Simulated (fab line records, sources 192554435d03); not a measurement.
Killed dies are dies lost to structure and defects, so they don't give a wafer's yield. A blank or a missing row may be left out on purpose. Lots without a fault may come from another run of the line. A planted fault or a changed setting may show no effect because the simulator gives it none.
fab line records | flow n5_finfet
record lots=24 wafers=72 last_day=18
route steps=1938 shown BEOL_M1@792 BEOL_M2@857
lots that met no fault: from a run of the same line without faults
start_h: hours from the record's first day to the start of the lot's first wafer shown | wait_h: hours since the lot's step before | " the same as in the row above | L1.1+2: a row that stands for several wafers | - no value, or no start given | * or withheld: withheld | < > ~ a bound
route shown NAME@n: a module of which the file shows steps, and the number in the route of the first | usual: mean/standard deviation of fault-free wafers | same: alike in all rows | chamber/n: place in a boat | sites: the reading at each site | _std_site: their standard deviation | _edge_site: outer sites' mean less inner sites' | radius_mm: how far each site lies from the wafer's centre | mask NAME#n: copy n | behind: the tool/chamber that last shaped the wafer | hold: why the lot was held/for how many hours/how that ended | device: the transistor (n, p or np) that didn't switch | end of line: the same wafers' tests at the end of the route | a step without rows: its recipe alone | killed: dies lost to structure and defects at the first sort, not the wafer's yield | map: a wafer's dies, x killed, . not, _ none there
set.NAME: the setting as run; set.NAME@STEP: as run at that earlier step | model.NAME: the simulator's own value behind a step, which no gauge read
steps of the route over a sample of lots; a table a step, a row a wafer
services: from which hour (start_h, from the record's first day; less than 0 if before it) a tool's chamber was out of use, for how many hours, and why
## steps
# step N5_BEOL_M1_ALD_98
# recipe material=SiO2 target_thk_a=25 temp_c=100 ald_precursor_family=BDEAS ald_co_reactant=O2-plasma pulse_time_s=1 co_reactant_pulse_time_s=1 purge_time_s=2 co_reactant_purge_time_s=2 ald_cycles=17 pressure_torr=2
# usual heater_power_w=78/8.6 precursor_pulse_height_rel=1.000/0.019
# columns lot.wafer tool chamber start_h wait_h heater_power_w precursor_pulse_height_rel
L074.1 ald_sin-01 3 125.28 1.0 91 0.990
L074.4 " 0 " " 81 1.002
L074.5 " 3 " " 93 0.977
L075.2 ald_sin-02 2 128.45 0.1 77 1.022
L075.3 " 1 " " 71 0.998
L075.6 " 3 " " 93 1.023
L076.2 ald_sin-02 1 133.41 0.1 70 0.988
L076.4 " 0 " " 77 0.967
L076.6 " 1 " " 71 1.017
L077.2 ald_sin-04 0 141.50 0.4 75 1.000
L077.3 " 1 " " 87 1.008
L077.5 " 2 " " 83 1.003
L078.2 ald_sin-04 1 146.24 0.1 86 0.995
L078.3 " 3 " " 63 1.015
L078.4 " 0 " " 77 1.030
L080.2 ald_sin-02 2 155.15 0.2 81 1.005
L080.3 " 3 " " 94 0.992
L080.4 " 0 " " 76 1.022
L079.1 ald_sin-02 1 161.79 0.1 72 1.002
L079.2 " 3 " " 93 1.016
L079.5 " 0 " " 77 0.980
L081.3 ald_sin-02 0 165.52 0.1 77 0.996
L081.4 " 3 " " 93 0.999
L081.6 " 0 " " 76 0.977
L082.1 ald_sin-02 2 175.94 0.1 80 0.996
L082.5 " 2 " " 79 1.038
L082.6 " 3 " " 94 0.992
L083.2 ald_sin-02 2 180.61 0.2 79 0.990
L083.4 " 1 " " 71 0.971
L083.5 " 2 " " 78 0.989
L084.1 ald_sin-04 1 186.66 0.2 87 0.994
L084.5 " 3 " " 64 1.003
L084.6 " 2 " " 81 1.022
L085.2 ald_sin-02 1 192.77 0.6 72 1.022
L085.3 " 2 " " 77 0.989
L085.4 " 3 " " 93 0.980
L086.1 ald_sin-04 3 198.72 0.1 64 1.029
L086.5 " 3 " " 65 1.041
L086.6 " 0 " " 76 1.032
L087.2 ald_sin-04 2 203.16 0.1 81 0.990
L087.4 " 0 " " 77 0.992
L087.6 " 3 " " 63 1.021
L089.1 ald_sin-04 1 212.27 0.1 85 1.007
L089.2 " 3 " " 64 1.008
L089.3 " 0 " " 77 0.980
L088.1 ald_sin-04 3 215.02 0.5 63 1.013
L088.3 " 1 " " 83 0.960
L088.5 " 3 " " 64 0.992
L090.2 ald_sin-01 1 219.40 0.8 74 1.008
L090.3 " 0 " " 79 1.003
L090.4 " 3 " " 86 1.012
L091.2 ald_sin-04 0 230.50 0.1 75 1.012
L091.3 " 2 " " 81 0.987
L091.5 " 0 " " 75 1.012
L092.2 ald_sin-04 0 233.88 0.1 75 0.983
L092.4 " 1 " " 88 1.018
L092.6 " 0 " " 77 1.038
L093.1 ald_sin-04 0 235.34 0.1 75 1.027
L093.2 " 2 " " 81 0.978
L093.5 " 3 " " 63 1.003
L094.2 ald_sin-02 2 239.23 0.1 80 0.986
L094.3 " 3 " " 93 0.996
L094.4 " 1 " " 71 1.043
L095.1 ald_sin-02 0 245.79 0.1 75 1.007
L095.3 " 1 " " 71 0.969
L095.5 " 3 " " 96 0.996
L096.1 ald_sin-01 1 258.47 0.1 72 0.963
L096.3 " 0 " " 77 0.999
L096.5 " 0 " " 77 0.992
L097.2 ald_sin-04 2 260.32 0.1 83 0.979
L097.3 " 3 " " 63 1.020
L097.5 " 3 " " 62 0.993
# step N5_BEOL_M1_STRIP_36
# recipe chemistry=N2/H2 power_w=450 temp_c=40 pressure_mtorr=20 rf_frequency_hz=6e+07 overash_fraction=0.3 bias_power_w=7 h2_frac=0.5 n2_flow_sccm=200 h2_flow_sccm=200
# usual drypump_motor_current_A=5.5/0.49 h2_flow_sccm=199.9/0.64 oes_product_au=0.74/0.055 rf_vpp_V=58.9/1.4 showerhead_plenum_p_Torr=2.49/0.09 throttle_valve_pct=23.65/0.22
# columns lot.wafer tool chamber start_h wait_h drypump_motor_current_A h2_flow_sccm oes_product_au rf_hours_counter_h rf_vpp_V showerhead_plenum_p_Torr throttle_valve_pct
L074.1 rie_diel-01 0 127.53 0.0 5.4 199.1 0.80 93 56.1 2.35 23.41
L074.4 " 1 " " 4.7 199.9 0.72 173 59.2 2.63 23.77
L074.5 " 1 " " 4.7 198.8 0.73 - 60.1 2.63 23.77
L075.2 rie_diel-06 0 130.63 0.0 5.5 201.0 0.73 145 60.5 2.54 24.16
L075.3 " 3 " " 5.6 200.3 0.68 213 56.6 2.41 23.74
L075.6 " 2 " " 5.0 199.9 0.76 - 57.4 2.44 23.53
L076.2 rie_diel-06 0 135.79 0.0 5.5 199.7 0.75 147 59.1 2.54 24.17
L076.4 " 1 " " 4.9 198.5 0.79 130 60.6 2.44 23.53
L076.6 " 0 " " 5.6 199.8 0.74 - 60.5 2.54 24.15
L077.2 rie_diel-01 3 144.72 0.0 5.7 200.2 0.69 225 60.5 2.52 23.96
L077.3 " 1 " " 4.7 199.7 0.72 178 62.4 2.63 23.76
L077.5 " 2 " " 6.3 199.2 0.74 - 57.4 2.53 23.38
L078.2 rie_diel-06 1 151.70 0.0 4.9 200.4 0.78 134 58.5 2.44 23.53
L078.3 " 0 " " 5.6 199.3 0.74 151 59.0 2.54 24.18
L078.4 " 2 " " 5.0 200.4 0.76 145 57.6 2.44 23.53
L080.2 rie_diel-01 0 159.99 0.0 5.4 198.9 0.79 102 59.1 2.35 23.42
L080.3 " 3 " " 5.7 200.6 0.71 230 56.9 2.51 23.97
L080.4 " 1 " " 4.7 199.4 0.72 184 57.3 2.63 23.81
L079.1 rie_diel-01 0 163.77 0.0 5.4 200.2 0.78 103 58.7 2.35 23.45
L079.2 " 1 " " 4.7 199.5 0.71 185 59.3 2.63 23.80
L079.5 " 0 " " 5.4 200.0 0.79 - 59.5 2.35 23.46
L081.3 rie_diel-06 3 168.03 0.0 5.6 199.5 0.67 226 59.1 2.40 23.73
L081.4 " 3 " " 5.5 199.3 0.67 - 58.1 2.40 23.76
L081.6 " 1 " " 5.0 200.1 0.77 - 58.2 2.44 23.52
L082.1 rie_diel-01 1 179.04 0.0 4.7 199.9 0.72 190 59.9 2.62 23.83
L082.5 " 2 " " 6.3 200.1 0.72 - 60.2 2.53 23.43
L082.6 " 3 " " 5.8 199.7 0.70 - 58.6 2.51 23.95
L083.2 rie_diel-02 2 181.11 0.0 5.1 199.3 0.75 159 59.4 2.43 23.62
L083.4 " 0 " " 5.2 200.2 0.88 47 61.0 2.69 23.45
L083.5 " 3 " " 5.9 200.7 0.78 - 62.0 2.54 23.50
L084.1 rie_diel-06 0 187.04 0.0 5.6 200.4 0.74 159 57.0 2.54 24.17
L084.5 " 3 " " 5.6 200.5 0.68 - 58.0 2.40 23.76
L084.6 " 0 " " 5.5 200.3 0.73 - 56.2 2.54 24.20
L085.2 rie_diel-02 2 197.26 0.0 5.1 199.4 0.75 164 58.1 2.43 23.61
L085.3 " 3 " " 5.9 198.3 0.76 144 59.8 2.54 23.51
L085.4 " 0 " " 5.3 199.9 0.87 51 58.3 2.69 23.50
L086.1 rie_diel-06 1 200.74 0.0 5.0 200.3 0.76 150 59.7 2.44 23.54
L086.5 " 2 " " 5.0 200.5 0.75 - 58.0 2.43 23.55
L086.6 " 3 " " 5.6 199.5 0.65 - 57.5 2.40 23.75
L087.2 rie_diel-01 0 204.21 0.0 5.4 199.0 0.78 115 57.1 2.34 23.48
L087.4 " 1 " " 4.7 200.6 0.71 198 57.2 2.62 23.83
L087.6 " 1 " " 4.7 200.7 0.70 - 58.0 2.62 23.81
L089.1 rie_diel-06 1 213.20 0.0 5.0 200.1 0.76 153 57.4 2.43 23.54
L089.2 " 2 " " 5.0 199.6 0.73 164 58.9 2.43 23.54
L089.3 " 3 " " 5.6 200.5 0.66 240 57.5 2.40 23.78
L088.1 rie_diel-01 3 224.33 0.0 5.8 200.3 0.70 248 56.7 2.51 23.98
L088.3 " 0 " " 5.4 199.3 0.77 121 57.8 2.34 23.44
L088.5 " 1 " " 4.7 199.2 0.69 - 57.4 2.62 23.84
L090.2 rie_diel-06 0 228.27 0.0 5.5 201.0 0.72 171 62.0 2.53 24.17
L090.3 " 2 " " 5.0 199.1 0.75 169 58.9 2.43 23.58
L090.4 " 3 " " 5.6 199.5 0.66 244 56.4 2.40 23.78
L091.2 rie_diel-06 0 231.34 0.0 5.6 200.2 0.72 172 59.1 2.53 24.19
L091.3 " 3 " " 5.6 200.6 0.65 245 58.1 2.40 23.80
L091.5 " 2 " " 5.0 200.3 0.73 - 56.3 2.43 23.57
L092.2 rie_diel-06 1 234.52 0.0 5.0 200.7 0.75 160 59.6 2.43 23.56
L092.4 " 3 " " 5.6 199.7 0.67 246 60.5 2.40 23.76
L092.6 " 1 " " 4.9 200.8 0.75 - 59.6 2.43 23.57
L093.1 rie_diel-02 0 237.19 0.0 5.3 199.8 0.85 64 57.1 2.69 23.49
L093.2 " 2 " " 5.1 200.5 0.75 176 59.6 2.42 23.65
L093.5 " 2 " " 5.1 200.0 0.74 - 62.0 2.42 23.66
L094.2 rie_diel-02 2 240.62 0.0 5.1 199.8 0.74 177 60.5 2.42 23.66
L094.3 " 3 " " 5.9 200.2 0.75 158 59.9 2.53 23.55
L094.4 " 1 " " 6.3 199.9 0.75 167 55.9 2.43 23.55
L095.1 rie_diel-02 1 247.10 0.0 6.3 200.3 0.76 169 55.8 2.43 23.53
L095.3 " 2 " " 5.1 199.8 0.73 179 59.9 2.42 23.64
L095.5 " 2 " " 5.1 200.8 0.74 - 59.8 2.42 23.63
L097.2 rie_diel-02 3 266.70 0.0 5.9 199.1 0.74 166 58.7 2.53 23.52
L097.3 " 1 " " 6.3 199.9 0.76 174 58.8 2.43 23.56
L097.5 " 0 " " 5.3 200.3 0.84 - 58.5 2.68 23.52
L096.1 rie_diel-01 2 267.16 0.0 6.3 199.5 0.70 187 60.5 2.52 23.45
L096.3 " 1 " " 4.7 201.2 0.67 221 56.8 2.61 23.82
L096.5 " 3 " " 5.7 199.8 1.00 - 59.1 2.50 23.59
# step N5_BEOL_M1_ANNEAL_80
# recipe temp_c=400 time_s=240 ambient=vacuum
# usual heater_power_w=825/81
# columns lot.wafer tool chamber start_h wait_h heater_power_w
L074.1 pvd_sputter-03 - 129.08 0.0 737
L074.4 " - " " 854
L074.5 " - " " 746
L075.2 pvd_sputter-01 - 132.32 0.0 822
L075.3 " - " " 855
L075.6 " - " " 851
L076.2 pvd_sputter-02 - 137.05 0.0 807
L076.4 " - " " 742
L076.6 " - " " 738
L077.2 pvd_sputter-02 - 146.69 0.0 831
L077.3 " - " " 913
L077.5 " - " " 918
L078.2 pvd_sputter-01 - 153.43 0.0 852
L078.3 " - " " 728
L078.4 " - " " 842
L080.2 pvd_sputter-01 - 161.96 0.0 807
L080.3 " - " " 870
L080.4 " - " " 791
L079.1 pvd_sputter-03 - 166.58 0.0 730
L079.2 " - " " 1009
L079.5 " - " " 993
L081.3 pvd_sputter-03 - 169.78 0.0 1009
L081.4 " - " " 986
L081.6 " - " " 837
L082.1 pvd_sputter-01 - 181.22 0.0 877
L082.5 " - " " 724
L082.6 " - " " 805
L083.2 pvd_sputter-03 - 183.04 0.0 850
L083.4 " - " " 990
L083.5 " - " " 732
L084.1 pvd_sputter-02 - 188.30 0.0 763
L084.5 " - " " 716
L084.6 " - " " 760
L085.2 pvd_sputter-02 - 200.05 0.0 764
L085.3 " - " " 915
L085.4 " - " " 809
L086.1 pvd_sputter-02 - 202.89 0.0 841
L086.5 " - " " 764
L086.6 " - " " 903
L087.2 pvd_sputter-01 - 206.27 0.0 797
L087.4 " - " " 848
L087.6 " - " " 821
L089.1 pvd_sputter-01 - 214.82 0.0 846
L089.2 " - " " 838
L089.3 " - " " 802
L088.1 pvd_sputter-01 - 226.93 0.0 833
L088.3 " - " " 704
L088.5 " - " " 796
L090.2 pvd_sputter-02 - 229.79 0.0 756
L090.3 " - " " 740
L090.4 " - " " 841
L091.2 pvd_sputter-03 - 233.37 0.0 988
L091.3 " - " " 964
L091.5 " - " " 1000
L092.2 pvd_sputter-01 - 235.94 0.0 809
L092.4 " - " " 842
L092.6 " - " " 871
L093.1 pvd_sputter-01 - 238.68 0.0 822
L093.2 " - " " 806
L093.5 " - " " 840
L094.2 pvd_sputter-03 - 242.24 0.0 989
L094.3 " - " " 1013
L094.4 " - " " 835
L095.1 pvd_sputter-02 - 249.81 0.0 900
L095.3 " - " " 741
L095.5 " - " " 756
L097.2 pvd_sputter-02 - 268.51 0.0 817
L097.3 " - " " 730
L097.5 " - " " 916
L096.1 pvd_sputter-02 - 270.51 0.0 917
L096.3 " - " " 746
L096.5 " - " " 738
# step N5_BEOL_M1_ANNEAL_95
# recipe temp_c=400 time_s=240 ambient=vacuum
# usual heater_power_w=825/81
# columns lot.wafer tool chamber start_h wait_h heater_power_w
L074.1 pvd_sputter-03 - 130.40 0.0 748
L074.4 " - " " 867
L074.5 " - " " 731
L075.2 pvd_sputter-01 - 133.64 0.0 834
L075.3 " - " " 863
L075.6 " - " " 872
L076.2 pvd_sputter-02 - 138.37 0.0 825
L076.4 " - " " 741
L076.6 " - " " 738
L077.2 pvd_sputter-02 - 148.01 0.0 819
L077.3 " - " " 922
L077.5 " - " " 908
L078.2 pvd_sputter-01 - 154.75 0.0 889
L078.3 " - " " 739
L078.4 " - " " 828
L080.2 pvd_sputter-01 - 163.28 0.0 844
L080.3 " - " " 876
L080.4 " - " " 785
L079.1 pvd_sputter-03 - 167.90 0.0 742
L079.2 " - " " 969
L079.5 " - " " 1018
L081.3 pvd_sputter-03 - 171.10 0.0 975
L081.4 " - " " 978
L081.6 " - " " 838
L082.1 pvd_sputter-01 - 182.54 0.0 859
L082.5 " - " " 734
L082.6 " - " " 791
L083.2 pvd_sputter-03 - 184.36 0.0 859
L083.4 " - " " 982
L083.5 " - " " 730
L084.1 pvd_sputter-02 - 189.62 0.0 762
L084.5 " - " " 733
L084.6 " - " " 759
L085.2 pvd_sputter-02 - 201.37 0.0 767
L085.3 " - " " 929
L085.4 " - " " 834
L086.1 pvd_sputter-02 - 204.21 0.0 823
L086.5 " - " " 751
L086.6 " - " " 924
L087.2 pvd_sputter-01 - 207.59 0.0 812
L087.4 " - " " 855
L087.6 " - " " 826
L089.1 pvd_sputter-01 - 216.14 0.0 860
L089.2 " - " " 811
L089.3 " - " " 803
L088.1 pvd_sputter-01 - 228.25 0.0 808
L088.3 " - " " 729
L088.5 " - " " 810
L090.2 pvd_sputter-02 - 231.11 0.0 750
L090.3 " - " " 734
L090.4 " - " " 854
L091.2 pvd_sputter-03 - 234.69 0.0 957
L091.3 " - " " 963
L091.5 " - " " 953
L092.2 pvd_sputter-01 - 237.26 0.0 810
L092.4 " - " " 818
L092.6 " - " " 875
L093.1 pvd_sputter-01 - 240.00 0.0 822
L093.2 " - " " 798
L093.5 " - " " 832
L094.2 pvd_sputter-03 - 243.56 0.0 1008
L094.3 " - " " 984
L094.4 " - " " 864
L095.1 pvd_sputter-02 - 251.13 0.0 925
L095.3 " - " " 776
L095.5 " - " " 737
L097.2 pvd_sputter-02 - 269.83 0.0 833
L097.3 " - " " 745
L097.5 " - " " 894
L096.1 pvd_sputter-02 - 271.83 0.0 935
L096.3 " - " " 725
L096.5 " - " " 746
# step N5_BEOL_M1_PRE_CLEAN_60
# recipe gas=NH3/H2 time_s=15 temp_c=* rf_power_w=300
# usual heater_power_w=99/21
# columns lot.wafer tool chamber start_h wait_h heater_power_w
L074.1 cvd_co-01 1 131.36 0.0 86
L074.4 " 0 " " 64
L074.5 " 1 " " 88
L075.2 cvd_co-01 0 134.61 0.0 67
L075.3 " 2 " " 84
L075.6 " 1 " " 86
L076.2 cvd_co-02 0 139.40 0.1 111
L076.4 " 0 " " 108
L076.6 " 1 " " 103
L077.2 cvd_co-02 0 149.27 0.0 108
L077.3 " 2 " " 134
L077.5 " 2 " " 132
L078.2 cvd_co-01 1 155.71 0.0 85
L078.3 " 2 " " 83
L078.4 " 0 " " 63
L080.2 cvd_co-01 1 164.31 0.0 91
L080.3 " 2 " " 83
L080.4 " 2 " " 86
L079.1 cvd_co-02 0 168.88 0.0 106
L079.2 " 2 " " 136
L079.5 " 1 " " 106
L081.3 cvd_co-01 1 172.08 0.0 87
L081.4 " 2 " " 82
L081.6 " 1 " " 88
L082.1 cvd_co-01 0 183.50 0.0 65
L082.5 " 1 " " 91
L082.6 " 2 " " 84
L083.2 cvd_co-02 0 185.32 0.0 111
L083.4 " 0 " " 110
L083.5 " 2 " " 132
L084.1 cvd_co-02 2 190.58 0.0 133
L084.5 " 0 " " 112
L084.6 " 1 " " 104
L085.2 cvd_co-02 0 202.36 0.0 109
L085.3 " 1 " " 102
L085.4 " 0 " " 107
L086.1 cvd_co-01 1 205.18 0.0 86
L086.5 " 0 " " 66
L086.6 " 1 " " 87
L087.2 cvd_co-02 1 208.57 0.0 102
L087.4 " 2 " " 136
L087.6 " 1 " " 104
L089.1 cvd_co-02 2 217.11 0.0 132
L089.2 " 0 " " 110
L089.3 " 1 " " 104
L088.1 cvd_co-02 2 229.22 0.0 131
L088.3 " 0 " " 110
L088.5 " 2 " " 136
L090.2 cvd_co-02 2 232.07 0.0 133
L090.3 " 0 " " 109
L090.4 " 2 " " 133
L091.2 cvd_co-01 1 235.66 0.0 89
L091.3 " 0 " " 66
L091.5 " 0 " " 66
L092.2 cvd_co-02 1 238.36 0.2 105
L092.4 " 1 " " 104
L092.6 " 0 " " 111
L093.1 cvd_co-01 2 240.97 0.0 85
L093.2 " 1 " " 88
L093.5 " 0 " " 67
L094.2 cvd_co-02 2 244.55 0.0 130
L094.3 " 1 " " 104
L094.4 " 0 " " 113
L095.1 cvd_co-01 0 252.28 0.0 68
L095.3 " 2 " " 83
L095.5 " 0 " " 68
L097.2 cvd_co-01 2 270.87 0.0 85
L097.3 " 1 " " 86
L097.5 " 1 " " 88
L096.1 cvd_co-02 0 273.72 0.0 110
L096.3 " 1 " " 102
L096.5 " 2 " " 132
# step N5_BEOL_M2_DESCUM_16
# recipe chemistry=O2 time_s=7 source_power_w=50 bias_power_w=20 pressure_mtorr=20 rf_frequency_hz=2.712e+07 temp_c=40 resist=CAR-EUV o2_flow_sccm=225
# usual drypump_motor_current_A=6.0/0.36 oes_product_au=0.79/0.086 rf_vpp_V=243.2/1.2 showerhead_plenum_p_Torr=2.09/0.05 throttle_valve_pct=20.52/0.26
# columns lot.wafer tool chamber start_h wait_h drypump_motor_current_A oes_product_au rf_hours_counter_h rf_vpp_V showerhead_plenum_p_Torr throttle_valve_pct
L074.1 rie_diel-05 1 134.48 0.0 6.2 0.69 235 241.9 2.07 20.80
L074.4 " 2 " " 6.3 0.82 63 242.5 2.03 20.14
L074.5 " 0 " " 6.0 0.86 - 242.0 2.04 20.11
L075.2 rie_diel-03 0 136.17 0.0 5.8 0.88 49 243.8 2.12 20.61
L075.3 " 2 " " 5.5 0.70 211 244.2 2.15 20.87
L075.6 " 2 " " 5.5 0.69 - 245.8 2.15 20.86
L076.2 rie_diel-03 0 140.74 0.1 5.7 0.87 51 243.9 2.12 20.61
L076.4 " 2 " " 5.5 0.69 - 243.6 2.15 20.87
L076.6 " 3 " " 6.3 0.82 - 243.4 2.11 20.25
L077.2 rie_diel-05 2 151.54 0.2 6.3 0.83 69 242.3 2.03 20.13
L077.3 " 1 " " 6.2 0.68 242 243.3 2.07 20.83
L077.5 " 2 " " 6.3 0.81 - 242.2 2.03 20.14
L078.2 rie_diel-04 1 160.51 0.0 6.0 0.71 181 243.6 2.09 20.44
L078.3 " 0 " " 5.4 0.67 248 242.5 2.15 20.50
L078.4 " 1 " " 6.0 0.71 - 243.8 2.09 20.43
L080.2 rie_diel-04 1 167.53 0.0 6.0 0.70 185 242.6 2.08 20.44
L080.3 " 3 " " 6.3 0.67 245 241.4 1.98 20.87
L080.4 " 0 " " 5.4 0.67 - 243.1 2.15 20.49
L079.1 rie_diel-03 0 171.59 0.2 5.8 0.85 62 243.4 2.12 20.62
L079.2 " 2 " " 5.5 0.69 224 245.1 2.14 20.87
L079.5 " 0 " " 5.8 0.85 - 245.3 2.12 20.63
L081.3 rie_diel-05 1 174.87 0.0 6.2 0.68 249 243.6 2.06 20.84
L081.4 " 2 " " 6.3 0.81 77 241.5 2.03 20.15
L081.6 " 1 " " 6.2 0.68 - 242.4 2.06 20.84
L082.1 rie_diel-03 3 185.88 0.2 6.4 0.80 109 243.4 2.11 20.30
L082.5 " 1 " " 6.5 0.92 - 242.8 2.05 20.59
L082.6 " 2 " " 5.5 0.68 - 243.4 2.14 20.89
L083.2 rie_diel-03 3 187.17 0.4 6.3 0.80 110 243.1 2.11 20.32
L083.4 " 1 " " 6.5 0.92 13 241.8 2.05 20.61
L083.5 " 0 " " 5.8 0.85 - 244.4 2.12 20.63
L084.1 rie_diel-03 0 193.95 0.0 5.7 0.85 70 243.3 2.12 20.64
L084.5 " 2 " " 5.5 0.68 - 243.9 2.14 20.89
L084.6 " 3 " " 6.3 0.81 - 243.6 2.11 20.32
L085.2 rie_diel-03 0 205.50 0.5 5.8 0.84 75 243.8 2.11 20.64
L085.3 " 1 " " 6.5 0.91 19 241.3 2.05 20.60
L085.4 " 2 " " 5.5 0.67 236 244.3 2.14 20.90
L086.1 rie_diel-04 2 206.77 0.3 5.3 0.93 14 242.1 2.04 19.97
L086.5 " 0 " " 5.4 0.97 - 243.8 2.15 20.14
L086.6 " 1 " " 6.0 0.70 - 243.7 2.08 20.48
L087.2 rie_diel-03 2 210.12 0.3 5.5 0.68 238 244.2 2.14 20.88
L087.4 " 1 " " 6.5 0.90 22 242.5 2.05 20.60
L087.6 " 1 " " 6.5 0.90 - 243.2 2.05 20.62
L089.1 rie_diel-03 2 218.23 0.0 5.5 0.68 241 244.1 2.14 20.91
L089.2 " 1 " " 6.5 0.90 24 243.0 2.05 20.62
L089.3 " 0 " " 5.7 0.84 80 243.9 2.11 20.66
L088.1 rie_diel-03 3 233.00 0.6 6.3 0.79 127 241.5 2.10 20.34
L088.3 " 1 " " 6.5 0.89 29 242.1 2.05 20.60
L088.5 " 2 " " 5.5 0.67 - 243.0 2.14 20.92
L090.2 rie_diel-03 3 233.61 0.0 6.3 0.78 127 244.1 2.10 20.32
L090.3 " 0 " " 5.8 0.83 86 244.1 2.11 20.65
L090.4 " 1 " " 6.5 0.89 30 242.9 2.05 20.60
L091.2 rie_diel-05 2 238.23 0.2 6.3 0.77 104 242.4 2.02 20.19
L091.3 " 3 " " 6.2 0.70 230 243.9 2.15 20.83
L091.5 " 2 " " 6.3 0.78 - 242.6 2.02 20.18
L092.2 rie_diel-04 2 241.65 0.4 5.3 0.91 26 242.8 2.03 19.97
L092.4 " 3 " " 6.3 0.93 12 247.1 2.24 20.54
L092.6 " 1 " " 6.0 0.68 - 243.7 2.07 20.49
L093.1 rie_diel-03 3 242.45 0.0 6.3 0.79 131 244.4 2.10 20.33
L093.2 " 0 " " 5.7 0.83 90 242.8 2.11 20.65
L093.5 " 1 " " 6.5 0.89 - 242.1 2.04 20.62
L094.2 rie_diel-05 1 246.88 0.0 6.2 0.89 17 242.0 2.06 20.48
L094.3 " 3 " " 6.2 0.69 233 243.2 2.15 20.84
L094.4 " 2 " " 6.3 0.77 107 241.9 2.02 20.21
L095.1 rie_diel-05 0 254.39 0.0 6.0 0.80 100 241.3 2.02 20.16
L095.3 " 1 " " 6.2 0.87 20 241.9 2.06 20.49
L095.5 " 1 " " 6.2 0.88 - 241.3 2.06 20.50
L097.2 rie_diel-05 2 272.80 0.1 6.4 0.76 115 243.7 2.02 20.20
L097.3 " 3 " " 6.2 0.70 241 244.4 2.15 20.84
L097.5 " 0 " " 6.0 0.80 - 242.4 2.02 20.17
L096.1 rie_diel-03 3 276.75 0.3 6.3 0.77 147 243.5 2.09 20.36
L096.3 " 0 " " 5.8 0.81 106 243.1 2.10 20.70
L096.5 " 0 " " 5.7 0.80 - 243.1 2.10 20.69
## services
# columns tool chamber start_h hours kind
pvd_sputter-03 - 102.19 3.2 repair
ald_sin-04 - 103.29 4.3 pm
rie_diel-02 0 104.59 9.6 repair
cvd_co-02 1 114.77 - clean
rie_diel-02 3 125.78 8.9 repair
ald_sin-04 2 133.92 6.5 repair
ald_sin-01 3 144.39 2.6 repair
ald_sin-04 - 148.08 6.1 pm
rie_diel-04 0 154.52 2.4 repair
rie_diel-04 0 161.59 5.3 repair
rie_diel-06 0 161.86 8.2 repair
rie_diel-03 1 165.50 5.0 repair
ald_sin-04 1 167.78 6.5 repair
ald_sin-01 - 177.73 14.0 pm
rie_diel-05 3 202.56 13.1 repair
ald_sin-02 2 226.08 7.9 repair
rie_diel-01 2 235.65 2.4 repair
rie_diel-01 3 236.99 5.4 repair
ald_sin-04 - 240.59 0.5 repair
ald_sin-01 2 243.11 20.8 repair
ald_sin-02 1 253.46 5.0 repair
ald_sin-02 3 258.73 4.8 repair
ald_sin-04 - 260.49 1.1 repair
ald_sin-04 - 268.25 14.0 pm
## key
fault none
